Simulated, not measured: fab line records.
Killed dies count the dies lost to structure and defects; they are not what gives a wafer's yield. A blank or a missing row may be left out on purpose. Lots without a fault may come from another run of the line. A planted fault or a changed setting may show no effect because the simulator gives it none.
One fault seen from 3 desks / flow n5 finfet / numbers are kept per desk, each desk with only its own; the story behind them comes last

## TOOL OWNER'S DESK, rie diel-04
The tool's own readings at N5_BEOL_M9_ETCH_66 (etches SOC in N2/H2, target depth 80 nm, overetch 16 nm, time 120 s): means of the sampled wafers that have a number, for each lot that ran on this tool. The brackets show how far a lot's mean lies from the usual mean; more than 4 standard deviations puts the lot out of limits, marked OUT.
Columns: A = bias w at N5_BEOL_M9_ETCH_66, usual 150.0 W; B = drypump motor current A at N5_BEOL_M9_ETCH_66, usual 5.7 A; C = n2 flow sccm at N5_BEOL_M9_ETCH_66, usual 200.0 sccm; D = oes product au at N5_BEOL_M9_ETCH_66, usual 0.59 a.u.; E = rf vpp V at N5_BEOL_M9_ETCH_66, usual 523.7 V; F = showerhead plenum p Torr at N5_BEOL_M9_ETCH_66, usual 2.54 Torr; G = throttle valve pct at N5_BEOL_M9_ETCH_66, usual 17.83 %
lot=L349; first seen here=day 12 15:30; A=149.9; B=5.6; C=199.5; D=0.56; E=522.5; F=2.50; G=17.77
lot=L353; first seen here=day 14 15:55; A=150.1; B=5.8; C=200.3; D=0.65; E=524.7; F=2.56; G=17.65
lot=L358; first seen here=day 14 16:31; A=149.9; B=5.4; C=200.6; D=0.57; E=523.3; F=2.53; G=17.63
lot=L361; first seen here=day 16 01:20; A=149.9; B=5.9; C=199.2; D=0.64; E=526.6; F=2.62; G=17.71
Finding of this desk: none of the 4 lots has anything out of limits.

## METROLOGY DESK
Means of the sampled wafers that have a number, per lot and without regard to the tool the lot ran on: this is what the gauges read. The brackets show how far a lot's mean lies from the usual mean; more than 4 standard deviations puts the lot out of limits, marked OUT.
Columns: A = cd nm at N5_BEOL_M9_CD_MEAS_28, usual 70.0 nm; B = V8_OVL at N5_BEOL_M9_OVL_MEAS_29, usual 0.2 nm
lot=L339; first seen here=day 10 12:20; A=70.1; B=-0.1
lot=L341; first seen here=day 11 17:33; A=69.9; B=-0.5
lot=L346; first seen here=day 12 11:26; A=69.8; B=-0.2
lot=L349; first seen here=day 12 15:18; A=70.0; B=0.4
lot=L353; first seen here=day 14 15:29; A=69.9; B=0.0
lot=L358; first seen here=day 14 16:14; A=69.5; B=0.1
lot=L361; first seen here=day 16 01:08; A=70.0; B=0.7
Finding of this desk: none of the 7 lots has anything out of limits.

## THE DEFECT DESK
Inspection counts along the route, by lot: the mean over sampled wafers that carry a number. The brackets show how far a lot's mean lies from the usual mean; more than 4 standard deviations puts the lot out of limits, marked OUT.
Columns: A = raw defect count at N5_BEOL_M9_INSPECT_30, usual 380
lot=L339; first seen here=day 10 12:25; A=390
lot=L341; first seen here=day 11 17:38; A=411
lot=L346; first seen here=day 12 11:31; A=399
lot=L349; first seen here=day 12 15:23; A=371
lot=L353; first seen here=day 14 15:37; A=328
lot=L358; first seen here=day 14 16:24; A=372
lot=L361; first seen here=day 16 01:14; A=346
Finding of this desk: none of the 7 lots has anything out of limits.

## TAKEN TOGETHER
The desk of the tool owner found nothing out of limits.
From the metrology desk's view, nothing was out of limits.
Nothing the defect desk looked at was out of limits.

## WHAT THE SIMULATOR HAD PUT IN
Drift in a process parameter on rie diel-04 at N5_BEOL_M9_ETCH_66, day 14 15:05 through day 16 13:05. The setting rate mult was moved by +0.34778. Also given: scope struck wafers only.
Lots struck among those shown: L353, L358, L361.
